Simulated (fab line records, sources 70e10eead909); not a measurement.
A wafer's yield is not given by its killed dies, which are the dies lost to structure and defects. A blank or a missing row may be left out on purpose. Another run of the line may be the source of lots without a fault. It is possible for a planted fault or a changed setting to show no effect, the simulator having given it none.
Chamber matching :: flow nand_harc :: NHARC_A_CONTACT_DEP_85 on pecvd-02: 3 sister chambers
The step deposits SiON, target thk 50 nm. 33 wafers are shown with their chamber, then 12 later ones without.

== WAFERS PAIRED WITH THEIR CHAMBERS ==
wafer: L074.2
chamber: 2
heater_power_w (W): 883

wafer: L074.3
chamber: 1
heater_power_w (W): 724

wafer: L074.6
chamber: 2
heater_power_w (W): 873

wafer: L074.1
chamber: 0
heater_power_w (W): 811

wafer: L074.4
chamber: 0
heater_power_w (W): 846

wafer: L074.5
chamber: 1
heater_power_w (W): 722

wafer: L075.2
chamber: 2
heater_power_w (W): 767

wafer: L075.4
chamber: 0
heater_power_w (W): 763

wafer: L075.6
chamber: 1
heater_power_w (W): 673

wafer: L081.2
chamber: 2
heater_power_w (W): 901

wafer: L081.3
chamber: 1
heater_power_w (W): 769

wafer: L081.5
chamber: 2
heater_power_w (W): 939

wafer: L082.1
chamber: 1
heater_power_w (W): 770

wafer: L082.3
chamber: 0
heater_power_w (W): 722

wafer: L082.6
chamber: 1
heater_power_w (W): 777

wafer: L082.2
chamber: 2
heater_power_w (W): 762

wafer: L082.4
chamber: 0
heater_power_w (W): 726

wafer: L082.5
chamber: 2
heater_power_w (W): 768

wafer: L083.1
chamber: 0
heater_power_w (W): 750

wafer: L083.3
chamber: 1
heater_power_w (W): 762

wafer: L083.5
chamber: 1
heater_power_w (W): 777

wafer: L085.1
chamber: 0
heater_power_w (W): 811

wafer: L085.3
chamber: 2
heater_power_w (W): 837

wafer: L085.5
chamber: 2
heater_power_w (W): 854

wafer: L087.1
chamber: 1
heater_power_w (W): 735

wafer: L087.2
chamber: 0
heater_power_w (W): 689

wafer: L087.3
chamber: 2
heater_power_w (W): 885

wafer: L087.4
chamber: 1
heater_power_w (W): 748

wafer: L087.5
chamber: 0
heater_power_w (W): 693

wafer: L087.6
chamber: 2
heater_power_w (W): 878

wafer: L089.1
chamber: 0
heater_power_w (W): 785

wafer: L089.5
chamber: 1
heater_power_w (W): 782

wafer: L089.6
chamber: 0
heater_power_w (W): 774

SIGNATURES, as means of the wafers listed above
reading: heater_power_w
chamber 0: 760.91
chamber 1: 749.00
chamber 2: 849.73
scatter within a chamber: 49.1
Rule: a wafer lies at a distance from a chamber equal to the root of the sum of squares, over the readings, of (its reading less the chamber's mean, divided by the reading's scatter). If the next closest chamber is less than 2 further off than the closest, the wafer can't be placed; otherwise it belongs to the closest. The scatter is the square root of a quotient: the sum, over the shown wafers, of each reading's squared deviation from its chamber's mean, divided by wafers minus chambers.

== WAFERS MISSING THEIR CHAMBER ==
wafer: L089.2
heater_power_w (W): 770

wafer: L089.3
heater_power_w (W): 779

wafer: L089.4
heater_power_w (W): 768

wafer: L091.3
heater_power_w (W): 703

wafer: L091.5
heater_power_w (W): 709

wafer: L091.6
heater_power_w (W): 761

wafer: L092.1
heater_power_w (W): 815

wafer: L092.3
heater_power_w (W): 763

wafer: L092.4
heater_power_w (W): 939

wafer: L094.1
heater_power_w (W): 734

wafer: L094.2
heater_power_w (W): 801

wafer: L094.5
heater_power_w (W): 750

== WHICH CHAMBER EACH WENT THROUGH ==
wafer: L089.2
from the rows above: can't be placed: 0 or 1 or 2
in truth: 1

wafer: L089.3
from the rows above: can't be placed: 0 or 1 or 2
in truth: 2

wafer: L089.4
from the rows above: can't be placed: 0 or 1 or 2
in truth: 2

wafer: L091.3
from the rows above: can't be placed: 1 or 0
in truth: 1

wafer: L091.5
from the rows above: can't be placed: 1 or 0
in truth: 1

wafer: L091.6
from the rows above: can't be placed: 0 or 1 or 2
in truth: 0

wafer: L092.1
from the rows above: can't be placed: 2 or 0 or 1
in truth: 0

wafer: L092.3
from the rows above: can't be placed: 0 or 1 or 2
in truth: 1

wafer: L092.4
from the rows above: can't be placed: 2 or 0
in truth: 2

wafer: L094.1
from the rows above: can't be placed: 1 or 0
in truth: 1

wafer: L094.2
from the rows above: can't be placed: 0 or 2 or 1
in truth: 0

wafer: L094.5
from the rows above: can't be placed: 1 or 0
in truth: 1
0 of 12 placed correctly. Cannot be placed on the basis of these rows: 12; the candidates contain the true chamber in 12. Wrongly placed: 0.
